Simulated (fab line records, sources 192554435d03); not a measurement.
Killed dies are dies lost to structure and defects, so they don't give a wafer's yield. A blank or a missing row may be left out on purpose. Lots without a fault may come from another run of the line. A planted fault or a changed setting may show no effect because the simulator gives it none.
fab line records | flow n5_finfet
record lots=6 wafers=18 last_day=17
route steps=1938 shown DUMMY_GATE@213 BEOL_M4@1111 PASSIVATION@1936
lots that met no fault: from a run of the same line without faults
start_h: hours from the record's first day to the start of the lot's first wafer shown | wait_h: hours since the lot's step before | " the same as in the row above | L1.1+2: a row that stands for several wafers | - no value, or no start given | * or withheld: withheld | < > ~ a bound
route shown NAME@n: a module of which the file shows steps, and the number in the route of the first | usual: mean/standard deviation of fault-free wafers | same: alike in all rows | chamber/n: place in a boat | sites: the reading at each site | _std_site: their standard deviation | _edge_site: outer sites' mean less inner sites' | radius_mm: how far each site lies from the wafer's centre | mask NAME#n: copy n | behind: the tool/chamber that last shaped the wafer | hold: why the lot was held/for how many hours/how that ended | device: the transistor (n, p or np) that didn't switch | end of line: the same wafers' tests at the end of the route | a step without rows: its recipe alone | killed: dies lost to structure and defects at the first sort, not the wafer's yield | map: a wafer's dies, x killed, . not, _ none there
set.NAME: the setting as run; set.NAME@STEP: as run at that earlier step | model.NAME: the simulator's own value behind a step, which no gauge read
lots at some steps of the route; a table a step, a row a wafer
services: from which hour (start_h, from the record's first day; less than 0 if before it) a tool's chamber was out of use, for how many hours, and why
## steps
# step N5_DUMMY_GATE_SRD_01
# recipe time_s=30 temp_c=23 rinse_liquid=diw dry=ipa_marangoni
# step N5_DUMMY_GATE_ALD_02
# recipe material=SiO2 target_thk_a=20 temp_c=300 ald_precursor_family=BDEAS ald_co_reactant=O2-plasma pulse_time_s=1 pressure_torr=2
# usual chamber_pressure_Torr=2.000/0.0043 heater_power_w=469/49 precursor_pulse_height_rel=1.000/0.019
# same pulse_time_s=1
# columns lot.wafer tool chamber start_h wait_h chamber_pressure_Torr heater_power_w precursor_pulse_height_rel
L206.1 ald_sin-02 2 51.11 0.0 2.002 463 1.040
L206.5 " 1 " " 2.004 429 1.025
L206.6 " 2 " " 2.000 462 0.996
L211.1 ald_sin-01 3 81.39 0.0 1.999 441 0.992
L211.4 " 2 " " 1.997 384 1.007
L211.5 " 3 " " 2.005 441 0.964
L218.3 ald_sin-03 3 121.09 0.0 2.006 457 0.996
L218.4 " 2 " " 2.005 554 0.981
L218.6 " 0 " " 2.009 468 1.012
L219.1 ald_sin-02 2 127.27 0.0 2.003 453 1.020
L219.2 " 3 " " 1.999 469 0.989
L219.4 " 1 " " 2.000 412 0.981
L221.1 ald_sin-02 2 140.70 0.0 1.997 453 0.977
L221.4 " 1 " " 1.996 426 1.008
L221.6 " 2 " " 2.004 452 1.015
L223.3 ald_sin-01 3 151.40 0.0 2.003 439 1.017
L223.4 " 0 " " 1.999 506 0.994
L223.5 " 3 " " 2.012 430 0.968
# step N5_DUMMY_GATE_CVD_03
# recipe material=a-Si target_thk_a=1500 temp_c=530 precursor=SiH4 time_s=8042
# step N5_DUMMY_GATE_PRECLEAN_46
# recipe chemistry=DIW time_s=89.5 temp_c=23
# step N5_DUMMY_GATE_SRD_47
# recipe dry_time_s=32 dry=n2_spin spin_rpm=1500
# step N5_DUMMY_GATE_CMP_04
# recipe material=a-Si post_cmp_clean=alkaline_brush
# usual motor_current_A=10.1/0.99 retaining_ring_pressure_frac=1.000/0.0051 time_to_endpoint_s=13.7/2.9
# columns lot.wafer tool chamber start_h wait_h motor_current_A retaining_ring_pressure_frac time_to_endpoint_s
L206.1 cmp-02 2 54.95 0.0 8.5 0.998 18.6
L206.6 " 2 " " 8.5 0.996 15.7
L206.5 " 3 " " 10.8 1.002 12.7
L211.4 cmp-03 1 85.25 0.0 10.6 1.003 15.3
L211.1 " 3 " " 9.9 1.001 16.6
L211.5 " 1 " " 9.6 1.007 16.4
L218.4 cmp-02 0 126.79 0.1 12.7 1.000 11.5
L218.3 " 2 " " 8.4 1.006 17.0
L218.6 " 1 " " 10.2 0.996 15.0
L219.1 cmp-03 3 135.18 0.4 10.1 0.997 14.5
L219.2 " 0 " " 8.7 0.996 17.2
L219.4 " 1 " " 10.3 1.003 10.6
L221.1 cmp-01 0 144.54 0.0 9.7 0.993 7.3
L221.4 " 2 " " 9.7 1.009 13.6
L221.6 " 1 " " 10.2 0.998 13.2
L223.3 cmp-01 1 155.29 0.1 10.6 0.991 10.8
L223.4 " 2 " " 10.2 1.002 10.3
L223.5 " 0 " " 9.8 1.002 7.0
# step N5_DUMMY_GATE_THK_MEAS_05
# usual thk_nm=72.1/1.2
# columns lot.wafer tool chamber start_h wait_h thk_nm
L206.1 film_metro-01 - 55.19 0.2 74.4
L206.5 " - " " 73.4
L206.6 " - " " 74.3
L211.1 film_metro-01 - 85.49 0.1 71.2
L211.4 " - " " 70.8
L211.5 " - " " 71.9
L218.3 film_metro-02 - 127.03 0.2 73.8
L218.4 " - " " 71.0
L218.6 " - " " 71.9
L219.1 film_metro-01 - 135.39 0.2 72.5
L219.2 " - " " 74.1
L219.4 " - " " 71.9
L221.1 film_metro-01 - 144.78 0.2 69.7
L221.4 " - " " 71.9
L221.6 " - " " 72.1
L223.3 film_metro-01 - 155.50 0.2 70.7
L223.4 " - " " 72.1
L223.5 " - " " 70.0
# step N5_DUMMY_GATE_HM_DEP_06
# recipe material=SiNx target_thk_a=800 precursor=DCS/NH3 temp_c=700 pressure_mtorr=300 time_s=5141
# step N5_DUMMY_GATE_PECVD_30
# recipe material=SiO2 target_thk_a=550 temp_c=400 precursor=TEOS/O2 pressure_torr=6.5 rf_w=withheld teos_flow_sccm=withheld gas=O2 flow_sccm=2650 time_s=10.8
# step N5_DUMMY_GATE_COAT_34
# recipe resist=SOC temp_c=250 time_s=60 spin_rpm=1500 resist_thk_nm=60
# step N5_DUMMY_GATE_COAT_35
# recipe resist=SiARC temp_c=220 time_s=60 spin_rpm=1500 resist_thk_nm=10
# step N5_DUMMY_GATE_COAT_28
# recipe resist=underlayer temp_c=205 time_s=60 spin_rpm=1500 resist_thk_nm=10
# step N5_DUMMY_GATE_COAT_09
# recipe resist=CAR-EUV spin_rpm=1500 resist_thk_nm=30
# usual spin_speed_rpm=1500.1/1.1
# columns lot.wafer tool chamber start_h wait_h spin_speed_rpm model.CAR-EUV_of_DUMMY_GATE_COAT_09.thk_nm
L206.1 litho_track-01 0 59.22 - 1501.8 30.2
L206.5 " 0 " " 1499.2 30.2
L206.6 " 0 " " 1499.3 30
L211.1 litho_track-04 0 89.52 - 1499.4 30
L211.4 " 0 " " 1501.1 30
L211.5 " 0 " " 1500.6 30
L218.3 litho_track-04 0 131.08 - 1337.4 31.6
L218.4 " 0 " " 1336.2 31.6
L218.6 " 0 " " 1337.5 31.6
L219.1 litho_track-02 0 139.42 - 1499.6 30
L219.2 " 0 " " 1499.6 30
L219.4 " 0 " " 1500.6 30
L221.1 litho_track-04 0 148.82 - 1336.1 31.8
L221.4 " 0 " " 1337.1 31.8
L221.6 " 0 " " 1338.1 31.8
L223.3 litho_track-01 0 161.48 - 1497.4 30
L223.4 " 0 " " 1500.6 30
L223.5 " 0 " " 1500.4 30
# step N5_DUMMY_GATE_EBR_11
# recipe solvent=PGMEA ebr_width_mm=1.5
# step N5_DUMMY_GATE_SOFTBAKE_10
# recipe temp_c=110 time_s=60 resist=CAR-EUV
# step N5_DUMMY_GATE_EXPOSE_12
# recipe mask_id=GATE na=0.33 source_shape=annular sigma_inner=0.2 sigma_outer=0.6 polarization=unpolarized target_cd_nm=25 dose_mj=34
# step N5_DUMMY_GATE_PEB_13
# recipe peb_temp_c=100 peb_time_s=60 resist=CAR-EUV
# step N5_DUMMY_GATE_DEVELOP_14
# recipe develop_time_s=30 developer=TMAH resist=CAR-EUV rinse_liquid=surfactant_rinse dry=air_spin dev_temp_c=23
# step N5_DUMMY_GATE_CD_MEAS_15
# recipe target_cd_nm=25.8 landing_energy_ev=500 detector=se_inlens
# usual cd_nm=25.02/0.25
# columns lot.wafer tool chamber start_h wait_h cd_nm
L206.1 cd_sem-03 0 59.48 - 25.06
L206.5 " 0 " " 25.36
L206.6 " 0 " " 25.00
L211.1 cd_sem-01 0 89.80 - 25.25
L211.4 " 0 " " 24.88
L211.5 " 0 " " 25.39
L218.3 cd_sem-02 0 131.46 - 24.69
L218.4 " 0 " " 25.01
L218.6 " 0 " " 24.66
L219.1 cd_sem-01 0 139.68 - 25.08
L219.2 " 0 " " 24.98
L219.4 " 0 " " 25.07
L221.1 cd_sem-01 0 149.07 - 25.38
L221.4 " 0 " " 25.07
L221.6 " 0 " " 25.28
L223.3 cd_sem-02 0 161.75 - 25.02
L223.4 " 0 " " 25.44
L223.5 " 0 " " 24.91
# step N5_DUMMY_GATE_OVL_MEAS_16
# recipe points_per_wafer=522
# usual GATE_OVL=-0.4/0.72
# same points_per_wafer=522
# columns lot.wafer tool chamber start_h wait_h GATE_OVL[nm]
L206.1 overlay-02 0 59.52 0.0 -0.1
L206.5 " 0 " " -0.6
L206.6 " 0 " " 1.2
L211.1 overlay-01 0 89.84 0.0 -1.0
L211.4 " 0 " " -0.5
L211.5 " 0 " " -1.5
L218.3 overlay-01 0 131.51 0.0 -1.0
L218.4 " 0 " " -1.5
L218.6 " 0 " " -1.5
L219.1 overlay-02 0 139.72 0.0 -0.5
L219.2 " 0 " " -1.2
L219.4 " 0 " " -0.8
L221.1 overlay-01 0 149.11 0.0 0.0
L221.4 " 0 " " -0.4
L221.6 " 0 " " -0.6
L223.3 overlay-02 0 161.79 0.0 0.0
L223.4 " 0 " " -0.2
L223.5 " 0 " " 0.1
# step N5_DUMMY_GATE_INSPECT_17
# recipe mode=adi inspect_instrument=brightfield
# usual raw_defect_count=186/52
# columns lot.wafer tool chamber start_h wait_h raw_defect_count
L206.1 defect_inspect-01 - 59.58 0.1 173
L206.5 " - " " 230
L206.6 " - " " 231
L211.1 defect_inspect-01 - 89.90 0.1 172
L211.4 " - " " 190
L211.5 " - " " 202
L218.3 defect_inspect-02 - 131.56 0.0 187
L218.4 " - " " 121
L218.6 " - " " 160
L219.1 defect_inspect-01 - 139.77 0.1 200
L219.2 " - " " 248
L219.4 " - " " 252
L221.1 defect_inspect-01 - 149.17 0.1 228
L221.4 " - " " 317
L221.6 " - " " 200
L223.3 defect_inspect-02 - 161.84 0.0 182
L223.4 " - " " 163
L223.5 " - " " 153
# step N5_DUMMY_GATE_DESCUM_20
# recipe chemistry=O2 time_s=6.2 source_power_w=50 bias_power_w=20 pressure_mtorr=20 rf_frequency_hz=2.712e+07 temp_c=40 resist=CAR-EUV o2_flow_sccm=225
# usual drypump_motor_current_A=5.7/0.55 oes_product_au=0.75/0.064 rf_fwd_power_W=49.66/0.18 rf_vpp_V=243.5/1.4 showerhead_plenum_p_Torr=2.11/0.073 throttle_valve_pct=20.29/0.26
# columns lot.wafer tool chamber start_h wait_h drypump_motor_current_A oes_product_au rf_fwd_power_W rf_hours_counter_h rf_vpp_V showerhead_plenum_p_Torr throttle_valve_pct
L206.1 rie_diel-04 0 59.61 0.0 5.3 0.78 49.78 112 244.9 2.18 20.27
L206.5 " 3 " " 5.9 0.71 49.41 - 242.7 1.99 20.38
L206.6 " 0 " " 5.3 0.78 49.54 - 243.6 2.18 20.27
L211.1 rie_diel-04 0 90.22 0.3 5.4 0.78 49.50 123 245.5 2.17 20.28
L211.4 " 3 " " 5.9 0.71 49.87 205 241.2 1.99 20.41
L211.5 " 1 " " 6.2 0.73 49.43 - 244.6 2.16 19.91
L218.3 rie_diel-06 3 131.73 0.2 5.1 0.73 49.25 156 241.2 2.02 20.51
L218.4 " 2 " " 6.1 0.91 49.52 19 243.1 2.03 20.28
L218.6 " 1 " " 5.4 0.87 49.28 - 243.5 2.11 19.78
L219.1 rie_diel-04 2 139.81 0.0 4.9 0.74 49.79 193 245.0 2.17 20.40
L219.2 " 0 " " 5.3 0.76 49.65 139 245.3 2.17 20.30
L219.4 " 1 " " 6.2 0.73 49.88 183 245.8 2.15 19.94
L221.1 rie_diel-02 2 149.21 0.0 6.3 0.74 50.10 175 241.5 2.03 20.63
L221.4 " 0 " " 6.4 1.04 49.40 0 243.8 2.16 20.08
L221.6 " 2 " " 6.3 0.75 49.71 - 241.9 2.03 20.64
L223.3 rie_diel-06 0 161.87 0.0 5.9 0.74 49.47 190 244.8 2.19 20.78
L223.4 " 2 " " 6.2 0.90 49.73 28 242.0 2.02 20.29
L223.5 " 1 " " 5.4 0.85 49.30 - 243.7 2.11 19.82
# step N5_DUMMY_GATE_ETCH_29
# recipe chemistry=N2/H2 target=underlayer target_depth_a=130 ion_energy_ev=200 pressure_mtorr=30 source_w=840 bias_w=150 n2_flow_sccm=200 h2_flow_sccm=200
# usual drypump_motor_current_A=5.7/0.55 h2_flow_sccm=200.0/0.57 oes_product_au=0.75/0.067 rf_fwd_power_W=831/4 rf_vpp_V=524.6/2.7 showerhead_plenum_p_Torr=2.57/0.096 throttle_valve_pct=17.80/0.21
# columns lot.wafer tool chamber start_h wait_h drypump_motor_current_A h2_flow_sccm oes_product_au rf_fwd_power_W rf_hours_counter_h rf_vpp_V showerhead_plenum_p_Torr throttle_valve_pct
L206.1 rie_diel-04 0 59.68 0.0 5.3 199.6 0.78 825 112 527.2 2.68 17.84
L206.5 " 3 " " 5.9 199.5 0.70 833 - 521.3 2.41 17.80
L206.6 " 0 " " 5.3 199.5 0.77 823 - 527.4 2.68 17.85
L211.1 rie_diel-04 0 90.28 0.0 5.3 200.4 0.76 830 123 526.4 2.67 17.86
L211.4 " 3 " " 5.9 200.3 0.69 831 205 520.7 2.41 17.80
L211.5 " 1 " " 6.2 201.3 0.74 833 - 526.5 2.66 17.72
L218.3 rie_diel-06 3 131.79 0.0 5.2 199.3 0.74 827 156 519.6 2.45 18.08
L218.4 " 2 " " 6.2 199.7 0.92 831 19 522.2 2.48 17.84
L218.6 " 1 " " 5.4 200.5 0.87 826 - 524.7 2.56 17.20
L219.1 rie_diel-04 2 139.87 0.0 4.8 200.5 0.74 828 193 525.8 2.62 17.74
L219.2 " 0 " " 5.3 200.1 0.74 829 139 526.4 2.66 17.89
L219.4 " 1 " " 6.3 200.8 0.72 836 183 526.5 2.65 17.76
L221.1 rie_diel-02 2 149.27 0.0 6.3 199.5 0.74 835 175 520.3 2.44 17.93
L221.4 " 0 " " 6.4 200.4 1.05 842 0 526.3 2.60 17.28
L221.6 " 2 " " 6.3 200.3 0.74 831 - 521.5 2.44 17.94
L223.3 rie_diel-06 0 161.94 0.0 5.9 199.9 0.72 832 190 525.1 2.65 18.18
L223.4 " 2 " " 6.2 200.3 0.90 831 28 522.5 2.48 17.85
L223.5 " 1 " " 5.4 199.4 0.84 825 - 524.9 2.56 17.22
# step N5_DUMMY_GATE_ETCH_36
# recipe chemistry=CF4 target=SiARC target_depth_a=130 pressure_mtorr=40 source_w=545 bias_w=36 Ar_flow_sccm=100 cf4_flow_sccm=100 ion_energy_ev=80
# usual drypump_motor_current_A=5.7/0.54 oes_product_au=0.75/0.067 rf_fwd_power_W=538.8/2.3 rf_vpp_V=184.2/1.2 showerhead_plenum_p_Torr=2.16/0.074 throttle_valve_pct=15.58/0.16
# columns lot.wafer tool chamber start_h wait_h drypump_motor_current_A oes_product_au rf_fwd_power_W rf_hours_counter_h rf_vpp_V showerhead_plenum_p_Torr throttle_valve_pct model.CAR-EUV_of_DUMMY_GATE_COAT_09.thk_nm
L206.1 rie_diel-04 0 59.72 0.0 5.3 0.78 537.0 112 184.4 2.23 15.55 11.6
L206.5 " 3 " " 5.9 0.70 540.9 - 181.3 2.06 15.73 12.2
L206.6 " 0 " " 5.3 0.79 534.2 - 185.1 2.23 15.56 11.6
L211.1 rie_diel-04 0 90.32 0.0 5.3 0.76 537.3 123 184.8 2.22 15.57 12
L211.4 " 3 " " 5.9 0.70 538.5 205 181.7 2.05 15.78 12.2
L211.5 " 1 " " 6.3 0.74 541.2 - 185.0 2.24 15.42 11.6
L218.3 rie_diel-06 3 131.83 0.0 5.2 0.75 537.9 156 182.7 2.04 15.48 12.8
L218.4 " 2 " " 6.2 0.91 537.1 19 183.4 2.10 15.62 12.6
L218.6 " 1 " " 5.4 0.86 535.5 - 185.2 2.17 15.18 12.8
L219.1 rie_diel-04 2 139.91 0.0 4.9 0.74 538.5 193 183.6 2.22 15.67 11.2
L219.2 " 0 " " 5.3 0.75 533.7 139 185.1 2.22 15.60 11.8
L219.4 " 1 " " 6.2 0.73 538.2 183 187.4 2.23 15.44 11.4
L221.1 rie_diel-02 2 149.31 0.0 6.4 0.74 543.1 175 183.7 2.05 15.57 12.8
L221.4 " 0 " " 6.4 1.05 539.2 0 185.3 2.20 15.24 12.2
L221.6 " 2 " " 6.3 0.74 542.4 - 183.7 2.05 15.58 13
L223.3 rie_diel-06 0 161.98 0.0 5.9 0.73 540.8 190 186.8 2.21 15.83 11.2
L223.4 " 2 " " 6.2 0.91 540.6 28 185.0 2.10 15.65 10.8
L223.5 " 1 " " 5.4 0.85 536.5 - 184.4 2.17 15.18 11.2
# step N5_DUMMY_GATE_ETCH_37
# recipe chemistry=N2/H2 target=SOC target_depth_a=600 overetch_a=300 temp_c=40 ion_energy_ev=200 pressure_mtorr=30 source_w=840 bias_w=150 n2_flow_sccm=200 h2_flow_sccm=200
# usual drypump_motor_current_A=5.7/0.55 h2_flow_sccm=199.9/0.62 oes_product_au=0.60/0.046 rf_fwd_power_W=831/3.7 rf_vpp_V=524.6/2.8 showerhead_plenum_p_Torr=2.57/0.096 throttle_valve_pct=17.74/0.21
# columns lot.wafer tool chamber start_h wait_h drypump_motor_current_A h2_flow_sccm oes_product_au rf_fwd_power_W rf_hours_counter_h rf_vpp_V showerhead_plenum_p_Torr throttle_valve_pct
L206.1 rie_diel-04 0 59.76 0.0 5.3 200.1 0.62 828 112 528.1 2.68 17.78
L206.5 " 3 " " 5.9 199.2 0.57 828 - 519.1 2.41 17.73
L206.6 " 0 " " 5.3 198.9 0.63 833 - 527.6 2.68 17.80
L211.1 rie_diel-04 0 90.36 0.0 5.3 199.7 0.62 824 123 526.9 2.67 17.80
L211.4 " 3 " " 5.9 199.7 0.57 830 205 520.2 2.41 17.76
L211.5 " 1 " " 6.3 199.8 0.59 831 - 527.4 2.66 17.65
L218.3 rie_diel-06 3 131.87 0.0 5.2 199.4 0.58 830 157 519.5 2.45 18.02
L218.4 " 2 " " 6.2 199.8 0.71 830 19 522.1 2.48 17.77
L218.6 " 1 " " 5.5 200.5 0.67 826 - 525.0 2.56 17.13
L219.1 rie_diel-04 2 139.95 0.0 4.9 199.7 0.58 831 193 525.9 2.62 17.68
L219.2 " 0 " " 5.3 200.3 0.61 827 139 526.8 2.67 17.82
L219.4 " 1 " " 6.3 200.2 0.58 828 183 526.7 2.65 17.67
L221.1 rie_diel-02 2 149.35 0.0 6.3 198.2 0.58 833 175 520.0 2.44 17.87
L221.4 " 0 " " 6.4 198.6 0.80 835 0 524.3 2.60 17.21
L221.6 " 2 " " 6.3 199.0 0.59 834 - 519.0 2.44 17.88
L223.3 rie_diel-06 0 162.02 0.0 5.9 200.1 0.57 833 190 526.3 2.65 18.12
L223.4 " 2 " " 6.2 199.4 0.70 838 28 522.6 2.48 17.77
L223.5 " 1 " " 5.4 200.2 0.67 823 - 524.4 2.56 17.15
# step N5_BEOL_M4_RC_MEAS_101
# usual DIBL_N=37.0/2.3 DIBL_P=37.3/2.8 IOFF_N=0.17/0.046 IOFF_P=0.23/0.054 ION_N=675/14 ION_P=460/9.3 SS_N=71.7/0.73 SS_P=73.6/0.95 VT_N=249/3.9 VT_P=-250/3.9
# columns lot.wafer tool chamber start_h wait_h DIBL_N[mV/V] DIBL_P[mV/V] IOFF_N[nA/um] IOFF_P[nA/um] ION_N[uA/um] ION_P[uA/um] SS_N[mV/dec] SS_P[mV/dec] VT_N[mV] VT_P[mV]
L206.1 prober-02 0 173.23 0.0 36.9 36.2 0.19 0.22 675 455 71.6 73.3 245 -250
L206.5 " 0 " " 37.7 38.0 0.20 0.26 681 469 71.6 74.2 246 -248
L206.6 " 0 " " 34.2 33.5 0.11 0.17 648 449 70.9 72.7 256 -256
L211.1 prober-01 0 209.26 0.0 34.9 35.9 0.13 0.15 669 448 71.1 73.2 255 -260
L211.4 " 0 " " 34.7 36.1 0.13 0.16 667 455 71.3 73.0 252 -257
L211.5 " 0 " " 39.3 40.4 0.22 0.21 689 456 72.4 74.9 247 -253
L219.1 prober-01 0 275.30 0.0 38.0 38.8 0.17 0.22 671 458 71.5 73.4 249 -253
L219.2 " 0 " " 36.8 37.0 0.16 0.20 687 464 71.2 73.2 249 -253
L219.4 " 0 " " 38.4 38.4 0.18 0.21 684 464 72.2 73.4 248 -252
L218.3 prober-01 0 281.14 0.3 38.3 37.2 0.20 0.24 667 457 72.3 74.1 248 -251
L218.4 " 0 " " 35.9 35.7 0.15 0.22 680 468 71.7 72.6 248 -246
L218.6 " 0 " " 39.2 38.2 0.19 0.24 664 449 73.2 74.1 250 -249
L221.1 prober-02 0 286.19 0.0 33.8 32.7 0.11 0.15 655 446 70.8 72.5 256 -254
L221.4 " 0 " " 36.8 34.9 0.14 0.17 670 450 71.2 73.4 255 -255
L221.6 " 0 " " 34.4 32.1 0.11 0.15 648 447 71.1 72.6 256 -255
L223.3 prober-02 0 289.24 0.3 38.5 37.5 0.19 0.24 700 472 70.6 74.1 249 -247
L223.4 " 0 " " 39.1 37.4 0.20 0.24 684 461 71.6 74.4 249 -248
L223.5 " 0 " " 41.1 39.3 0.25 0.29 691 463 72.0 75.2 244 -247
# step N5_PASSIVATION_PROBE_49
# usual defect_limited_yield=91.5/1.3 killed_at_M0_to_M3=36/10 killed_at_M4_up=13/4.7 killed_at_contacts=13/6.7 killed_at_front_end=37/9.7 killed_at_other=2.6/2.3 killed_dies=101/15 killed_open=67/12 killed_short=32/6.7 sort_bin_5_function=5.0/0.89 sort_bin_6_memory=3.2/0.63 sort_bin_8_speed=0.01/0.03 sort_n_pass=1079/16 sort_yield_pct=91.4/1.4
# same gross_dies=1180 killed_at_back_side=0 sort_bin_4_leakage[%]=0
# columns lot.wafer tool chamber start_h wait_h defect_limited_yield[%] killed_at_M0_to_M3 killed_at_M4_up killed_at_contacts killed_at_front_end killed_at_other killed_dies killed_open killed_short sort_bin_5_function[%] sort_bin_6_memory[%] sort_bin_8_speed[%] sort_n_pass sort_yield_pct[%]
L211.1 prober-01 - 320.34 0.0 92.5 24 14 14 31 5 88 61 27 4.1 3.1 0 1092 92.5
L211.4 prober-01 - 320.49 0.2 92.7 29 8 14 33 2 86 50 36 4.2 2.8 0 1094 92.7
L211.5 prober-01 - 320.54 0.2 93.0 25 20 17 21 0 83 61 22 4.5 2.5 0 1097 93.0
L219.1 prober-01 - 383.11 0.0 93.3 19 9 24 20 7 79 44 35 4.2 2.5 0 1101 93.3
L219.2 prober-01 - 383.16 0.1 90.7 36 9 24 33 8 110 70 40 4.9 4.1 0 1070 90.7
L219.4 prober-01 - 383.26 0.2 91.2 20 13 33 33 5 104 79 24 5.1 3.3 0 1076 91.2
L218.3 prober-01 - 386.76 0.1 88.1 52 16 23 48 2 141 98 41 6.8 4.7 0 1039 88.1
L218.4 prober-01 - 386.81 0.2 89.6 43 8 17 55 0 123 81 42 6.5 3.4 0 1057 89.6
L218.6 prober-01 - 386.91 0.3 92.3 37 11 11 31 1 91 61 24 3.8 3.3 0 1089 92.3
L223.3 prober-02 - 387.10 0.1 92.3 40 12 21 17 1 91 68 21 4.7 2.5 0 1089 92.3
L223.4 prober-02 - 387.15 0.2 93.3 24 9 7 38 1 79 51 25 4.1 2.5 0 1101 93.3
L223.5 prober-02 - 387.20 0.2 93.2 31 12 12 25 0 80 51 25 4.0 2.8 0 1100 93.2
# killed by level:class
L211.1 MOL_CONTACT_COAG:geometric_particle:open=12 BEOL_M3:geometric_particle:open=11 GATE_CUT:geometric_particle:short=7 FIN_SAQP:geometric_particle:short=6 FIN_SAQP:geometric_particle:open=5 BEOL_M4:geometric_particle:open=5 BEOL_M0_SAQP:geometric_particle:short=4 STI_FIN_REVEAL:geometric_particle:open=3
L211.4 BEOL_M0_SAQP:geometric_particle:short=9 MOL_CONTACT_COAG:geometric_particle:open=9 FIN_SAQP:geometric_particle:open=8 BEOL_M0_SAQP:geometric_particle:open=7 FIN_SAQP:geometric_particle:short=6 MOL_CONTACT_COAG:geometric_particle:short=5 BEOL_M1:geometric_particle:open=5 BEOL_M3:geometric_particle:open=5
L211.5 MOL_CONTACT_COAG:geometric_particle:open=13 BEOL_M4:geometric_particle:open=9 BEOL_M0:geometric_particle:open=7 STARTING-WAFER:geometric_particle:open=6 FIN_SAQP:geometric_particle:short=4 MOL_CONTACT_COAG:geometric_particle:short=4 BEOL_M0_SAQP:geometric_particle:open=4 BEOL_M1:geometric_particle:open=4
L219.1 MOL_CONTACT_COAG:geometric_particle:open=16 MOL_CONTACT_COAG:geometric_particle:short=8 FIN_SAQP:geometric_particle:short=6 BEOL_M0_SAQP:geometric_particle:open=5 FIN_SAQP:geometric_particle:open=3 STI_FIN_REVEAL:geometric_particle:short=3 BEOL_M0_SAQP:geometric_particle:short=3 BEOL_M3:geometric_particle:open=3
L219.2 MOL_CONTACT_COAG:geometric_particle:open=17 FIN_SAQP:geometric_particle:open=13 FIN_SAQP:geometric_particle:short=10 MOL_CONTACT_COAG:geometric_particle:short=7 BEOL_M0_SAQP:geometric_particle:open=7 BEOL_M3:geometric_particle:open=7 BEOL_M0_SAQP:geometric_particle:short=6 BEOL_M2:geometric_particle:open=6
L219.4 MOL_CONTACT_COAG:geometric_particle:open=30 FIN_SAQP:geometric_particle:open=12 FIN_SAQP:geometric_particle:short=9 BEOL_M1:geometric_particle:open=8 BEOL_M4:geometric_particle:open=8 BEOL_M3:geometric_particle:open=6 BEOL_M6:geometric_particle:open=4 PASS1_CAP:geometric_particle:short=4
L218.3 MOL_CONTACT_COAG:geometric_particle:open=21 STI_FIN_REVEAL:geometric_particle:open=14 BEOL_M0_SAQP:geometric_particle:open=12 BEOL_M0_SAQP:geometric_particle:short=8 BEOL_M1:geometric_particle:open=8 BEOL_M2:geometric_particle:open=8 FIN_SAQP:geometric_particle:open=7 FIN_SAQP:geometric_particle:short=7
L218.4 STI_FIN_REVEAL:geometric_particle:open=13 BEOL_M0_SAQP:geometric_particle:short=13 FIN_SAQP:geometric_particle:short=12 FIN_SAQP:geometric_particle:open=12 BEOL_M0_SAQP:geometric_particle:open=12 MOL_CONTACT_COAG:geometric_particle:open=11 MOL_CONTACT_COAG:geometric_particle:short=6 BEOL_M1:geometric_particle:open=6
L218.6 MOL_CONTACT_COAG:geometric_particle:open=9 BEOL_M0_SAQP:geometric_particle:open=9 BEOL_M0_SAQP:geometric_particle:short=8 STI_FIN_REVEAL:geometric_particle:open=7 BEOL_M3:geometric_particle:open=7 HKMG_FIN:area_etch=5 BEOL_M0:geometric_particle:open=4 BEOL_M2:geometric_particle:open=4
L223.3 MOL_CONTACT_COAG:geometric_particle:open=17 BEOL_M3:geometric_particle:open=15 BEOL_M1:geometric_particle:open=9 BEOL_M3:geometric_particle:short=7 BEOL_M7:geometric_particle:open=5 MOL_CONTACT_COAG:geometric_particle:short=4 STI_FIN_REVEAL:geometric_particle:open=3 GATE_CUT:geometric_particle:open=3
L223.4 STI_FIN_REVEAL:geometric_particle:open=9 FIN_SAQP:geometric_particle:open=6 MOL_CONTACT_COAG:geometric_particle:open=6 BEOL_M1:geometric_particle:open=6 GATE_CUT:geometric_particle:short=5 BEOL_M2:geometric_particle:open=5 STARTING-WAFER:geometric_particle:short=4 FIN_SAQP:geometric_particle:short=3
L223.5 STI_FIN_REVEAL:geometric_particle:open=10 MOL_CONTACT_COAG:geometric_particle:open=9 BEOL_M3:geometric_particle:open=8 BEOL_M1:geometric_particle:short=6 BEOL_M1:geometric_particle:open=6 STI_FIN_REVEAL:geometric_particle:short=5 FIN_CUT:area_etch=4 MOL_CONTACT_COAG:geometric_particle:short=3
## services
# columns tool chamber start_h hours kind
ald_sin-02 2 28.17 2.8 repair
ald_sin-03 2 31.08 2.9 repair
ald_sin-01 2 31.94 4.7 repair
cmp-02 - 44.84 4.0 repair
ald_sin-01 - 47.57 0.2 repair
rie_diel-02 - 56.31 0.1 repair
rie_diel-06 2 58.45 - clean
rie_diel-06 2 58.45 - consumable_replace:focus_ring
rie_diel-06 2 58.45 18.1 scheduled_down
rie_diel-06 2 58.45 18.1 vent_cycle
ald_sin-02 - 62.60 2.8 pm
ald_sin-02 - 85.25 14.0 pm
ald_sin-02 0 85.25 14.0 vent_cycle
ald_sin-02 1 85.25 14.0 vent_cycle
rie_diel-04 2 105.53 3.5 repair
ald_sin-03 2 128.68 2.9 repair
cmp-01 - 132.40 5.5 pm
cmp-02 - 132.78 4.0 pm
rie_diel-02 0 133.14 - clean
rie_diel-02 0 133.14 - consumable_replace:focus_ring
rie_diel-02 0 133.14 16.0 scheduled_down
rie_diel-02 0 133.14 16.0 vent_cycle
rie_diel-04 2 140.05 19.5 repair
ald_sin-01 1 150.80 4.8 repair
## key
first_sign step=N5_DUMMY_GATE_COAT_09 reading=spin_speed_rpm direction=down sigmas=99+ usual=* struck=*
effect none on later readings
model_effect step=N5_DUMMY_GATE_COAT_09 value=CAR-EUV_of_DUMMY_GATE_COAT_09.thk_nm without=30.03 struck=31.7
model_effect step=N5_DUMMY_GATE_ETCH_36 value=CAR-EUV_of_DUMMY_GATE_COAT_09.thk_nm without=10.9 struck=12.7
met_at N5_DUMMY_GATE_COAT_09
struck_wafers L218.3,L218.4,L218.6,L221.1,L221.4,L221.6
onset_between 89.52 131.08
fault kind=process_parameter_drift tool=litho_track-04 chamber=- onset_h=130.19 steps=N5_DUMMY_GATE_COAT_09 channel=spin_rpm offset=* shape=step end_h=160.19 acts_in=* stated=*
